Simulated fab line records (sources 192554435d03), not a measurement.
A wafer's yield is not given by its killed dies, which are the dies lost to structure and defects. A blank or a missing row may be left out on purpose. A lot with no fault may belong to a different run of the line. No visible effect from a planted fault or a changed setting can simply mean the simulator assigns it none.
The tool behind it: which one? | flow n5Finfet | 37 wafers from 13 lots sampled at 4 of the route's 1938 steps

== WHAT THE GAUGES READ, wafer by wafer ==
N5_PASSIVATION_INSPECT_61: inspects for defects (macro).
lot  | measured     | on               | rawDefectCount
L553 | day 12 00:35 | defectInspect-02 | 5 0 1
L556 | day 12 21:17 | defectInspect-01 | 1 5 2
L555 | day 13 03:32 | defectInspect-02 | 4 4 4
L557 | day 13 12:34 | defectInspect-02 | 0 1 4
L565 | day 15 13:23 | defectInspect-01 | 2 2
L564 | day 15 13:32 | defectInspect-02 | 2 3
L569 | day 16 03:12 | defectInspect-02 | 0 4 2
L568 | day 16 10:34 | defectInspect-01 | 1 6 3
L570 | day 16 18:18 | defectInspect-02 | 3 1 2
L571 | day 16 21:17 | defectInspect-01 | 4 4 2
L572 | day 17 07:25 | defectInspect-02 | 2 4 1
L575 | day 18 09:08 | defectInspect-01 | 1 3 5
L576 | day 18 12:15 | defectInspect-01 | 3 3 3

N5_PASSIVATION_INSPECT_64: inspects for defects (macro).
lot  | measured     | on               | rawDefectCount
L553 | day 12 02:43 | defectInspect-02 | 5 2 2
L556 | day 12 22:48 | defectInspect-01 | 2 0 2
L555 | day 13 05:09 | defectInspect-01 | 1 0 3
L557 | day 13 14:50 | defectInspect-01 | 2 1 0
L565 | day 15 15:31 | defectInspect-01 | 2 2
L564 | day 15 15:53 | defectInspect-02 | 3 1
L569 | day 16 06:15 | defectInspect-02 | 1 2 1
L568 | day 16 12:58 | defectInspect-01 | 2 4 4
L570 | day 16 21:58 | defectInspect-01 | 5 1 0
L571 | day 16 22:39 | defectInspect-01 | 0 1 2
L572 | day 17 09:43 | defectInspect-01 | 1 5 5
L575 | day 18 10:53 | defectInspect-01 | 2 0 3
L576 | day 18 16:40 | defectInspect-02 | 1 1 2

N5_PASSIVATION_OVL_MEAS_66.
lot  | measured     | on         | PASS_OPEN_OVL (nm)
L553 | day 12 04:28 | overlay-02 | 11 3 13
L556 | day 13 00:40 | overlay-02 | 3 8 4
L555 | day 13 06:58 | overlay-01 | 5 6 5
L557 | day 13 16:33 | overlay-01 | -2 -6 -1
L565 | day 15 17:28 | overlay-01 | -1 3
L564 | day 15 17:43 | overlay-01 | -2 1
L569 | day 16 08:23 | overlay-01 | 2 6 11
L568 | day 16 14:47 | overlay-01 | 5 2 8
L570 | day 16 23:45 | overlay-01 | 5 1 -3
L571 | day 17 00:24 | overlay-02 | 12 13 4
L572 | day 17 11:41 | overlay-02 | -3 0 5
L575 | day 18 12:37 | overlay-01 | 10 7 7
L576 | day 18 18:44 | overlay-02 | 5 6 3

== EACH LOT AND THE TOOL THAT RAN IT (in order: tool; ch and the chambers of the sampled wafers; start) ==
lot  | N5_PASSIVATION_PECVD_53
L553 | pecvd-04 ch 0,2, day 12 03:54
L556 | pecvd-04 ch 0,2, day 13 00:05
L555 | pecvd-04 ch 0,1,2, day 13 06:26
L557 | pecvd-01 ch 0,1,2, day 13 15:59
L565 | pecvd-04 ch 0,2, day 15 16:47
L564 | pecvd-04 ch 0,2, day 15 17:08
L569 | pecvd-01 ch 1,2, day 16 07:49
L568 | pecvd-02 ch 0,1, day 16 14:12
L570 | pecvd-02 ch 0,2, day 16 23:11
L571 | pecvd-01 ch 0,1,2, day 16 23:49
L572 | pecvd-02 ch 0,2, day 17 10:59
L575 | pecvd-01 ch 0,1,2, day 18 12:02
L576 | pecvd-04 ch 1,2, day 18 18:02
- N5_PASSIVATION_PECVD_53: deposits SiO2 from TEOS/O2, target thk 800 nm, time 169.4 s.

== WHAT THE TOOLS THEMSELVES READ (means of the sampled wafers that have a number; where no wafer has one, the mark that the record gives instead) ==
N5_PASSIVATION_PECVD_53.
lot  | tool     | chamberPressureTorr (Torr) | runLengthS (s)
L553 | pecvd-04 | 6.508                      | 197.4
L556 | pecvd-04 | 6.489                      | 197.4
L555 | pecvd-04 | 6.496                      | 197.4
L557 | pecvd-01 | 6.502                      | 197.5
L565 | pecvd-04 | 6.504                      | 156.2
L564 | pecvd-04 | 6.494                      | 176.9
L569 | pecvd-01 | 6.512                      | 197.3
L568 | pecvd-02 | 6.505                      | 197.3
L570 | pecvd-02 | 6.502                      | 197.8
L571 | pecvd-01 | 6.487                      | 196.9
L572 | pecvd-02 | 6.508                      | 197.4
L575 | pecvd-01 | 6.498                      | 197.3
L576 | pecvd-04 | 6.491                      | 197.0

== THE ANSWER, worked out from the rows above alone ==
Rule: usual is defined by the lots themselves. The widest of any qualifying gaps counts: lots, ordered by their means at a reading, are off when they make up no more than a third of the lots, leave a main group of 4 or more, and stand apart from it by 3 or more times the standard deviation of that group's means. Not used: any main group whose means are identical at the precision the tables above print for the reading. A lot without any number at a reading at which 4 lots or more have one is off too. The other lots that the step has rows for count as sound. The gauges are gone through in route order, then the tools' own readings, and for those a lot's mean is taken as printed above. At the first step where some lot is off, the reading lying furthest off is the one used; lots without a number count as furthest.
Off: L565, L564 (N5_PASSIVATION_PECVD_53, runLengthS). Mean 197.3 s and standard deviation 0.23 in the main group.
If a tool, at that step or one of the process steps before it, ran each lot that is off and ran no sound lot following the first of them, it fits. None of those tried fits.

== WHAT WAS PUT IN BY THE SIMULATOR ==
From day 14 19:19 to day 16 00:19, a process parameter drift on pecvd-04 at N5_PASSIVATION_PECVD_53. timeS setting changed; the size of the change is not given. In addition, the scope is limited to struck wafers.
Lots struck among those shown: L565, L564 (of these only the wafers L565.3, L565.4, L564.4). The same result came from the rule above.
